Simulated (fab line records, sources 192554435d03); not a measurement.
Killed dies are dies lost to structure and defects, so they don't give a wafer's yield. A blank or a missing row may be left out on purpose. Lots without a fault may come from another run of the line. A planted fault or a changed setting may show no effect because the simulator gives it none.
Split-lot experiment | flow n5_finfet | 7 lots, 21 wafers read, on a route of 1938 steps

THE SPLIT
At N5_FIN_CUT_COAT_19 (time 60 s, resist thk 20 nm), the setting spin_rpm was moved away from the recipe's 1500 rpm on 5 of the 21 wafers read, by -10.2% to +11.1%. The other wafers ran this setting at the recipe's value.

The reading is taken at the split's own step.

THE READING
SiARC_of_FIN_CUT_COAT_19.thk_nm (the simulator's own value, which no gauge read), in nm, at N5_FIN_CUT_COAT_19 (time 60 s, resist thk 20 nm). The file gives no usual value for it. The 16 wafers here that ran the recipe average 20.0 nm, standard deviation 0.048 nm.

wafer  | tool, chamber at the split | spin_rpm as run, rpm | against the recipe | SiARC_of_FIN_CUT_COAT_19.thk_nm, nm | against lot-mates on the recipe
L075.3 | litho_track-03, 0          | 1500                 | recipe             | 20                                  | -
L075.4 | litho_track-03, 0          | 1500                 | recipe             | 20                                  | -
L075.6 | litho_track-03, 0          | 1500                 | recipe             | 20                                  | -
L076.3 | litho_track-02, 0          | 1500                 | recipe             | 20                                  | -
L076.5 | litho_track-02, 0          | 1500                 | recipe             | 20                                  | -
L076.6 | litho_track-02, 0          | 1500                 | recipe             | 20                                  | -
L077.1 | litho_track-03, 0          | 1500                 | recipe             | 20                                  | -
L077.3 | litho_track-03, 0          | 1500                 | recipe             | 20                                  | -
L077.2 | litho_track-03, 0          | 1389                 | -7.4%              | 20.8                                | +0.8
L080.2 | litho_track-04, 0          | 1667                 | +11.1%             | 19                                  | -1.0
L080.5 | litho_track-04, 0          | 1667                 | +11.1%             | 19                                  | -1.0
L080.3 | litho_track-04, 0          | 1500                 | recipe             | 20                                  | -
L081.3 | litho_track-02, 0          | 1500                 | recipe             | 20                                  | -
L081.5 | litho_track-02, 0          | 1500                 | recipe             | 20                                  | -
L081.6 | litho_track-02, 0          | 1500                 | recipe             | 20                                  | -
L083.1 | litho_track-03, 0          | 1500                 | recipe             | 20                                  | -
L083.3 | litho_track-03, 0          | 1500                 | recipe             | 20                                  | -
L083.4 | litho_track-03, 0          | 1557                 | +3.8%              | 19.6                                | -0.4
L093.1 | litho_track-03, 0          | 1500                 | recipe             | 20                                  | -
L093.4 | litho_track-03, 0          | 1347                 | -10.2%             | 21.2                                | +1.1
L093.5 | litho_track-03, 0          | 1500                 | recipe             | 20.2                                | -

THE FIT
A straight line over all 21 wafers: SiARC_of_FIN_CUT_COAT_19.thk_nm changes by -0.1 nm for each +1% of spin_rpm; r = -0.99; the points scatter about the line by 0.066 nm.
The same after taking each lot's own level away (the mean of its wafers on the recipe; 21 wafers): -0.0975 nm for each +1%; r = -0.99; scatter 0.05 nm.
On that fit, the largest move of spin_rpm shifts the reading by 1.1 nm.
The lots' own levels span 20.00 to 20.10 nm, that is 2.1 times the standard deviation above.
So the lot-to-lot level changes the slope little: the two slopes agree.
Check: with one of the wafers moved furthest among these (+11.1%) left out of the fit, the line predicts -1.1 nm for it against its lot-mates. It came out at -1 nm against them.

OTHER SPLITS ON THESE WAFERS
These wafers also went through other splits before the reading. Each is held against what the fit with the lots' levels taken away leaves over:
other split on the same wafers  | wafers away from the commonest value | r with SiARC_of_FIN_CUT_COAT_19.thk_nm (lot level and that fit taken away)
N5_ZERO_LAYER_EXPOSE_08 dose_mj | 7                                    | +0.16
N5_ZERO_LAYER_DESCUM_16 time_s  | 7                                    | +0.19
N5_WELL_APT_COAT_19 spin_rpm    | 5                                    | -0.07
N5_WELL_APT_PEB_23 peb_temp_c   | 6                                    | -0.33
N5_FIN_SAQP_PECVD_48 time_s     | 8                                    | -0.55
N5_FIN_SAQP_PECVD_06 time_s     | 9                                    | -0.14

THE FILE'S OWN FIT
SiARC_of_FIN_CUT_COAT_19.thk_nm changes by -0.1 nm for each +1% of spin_rpm, r = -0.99.
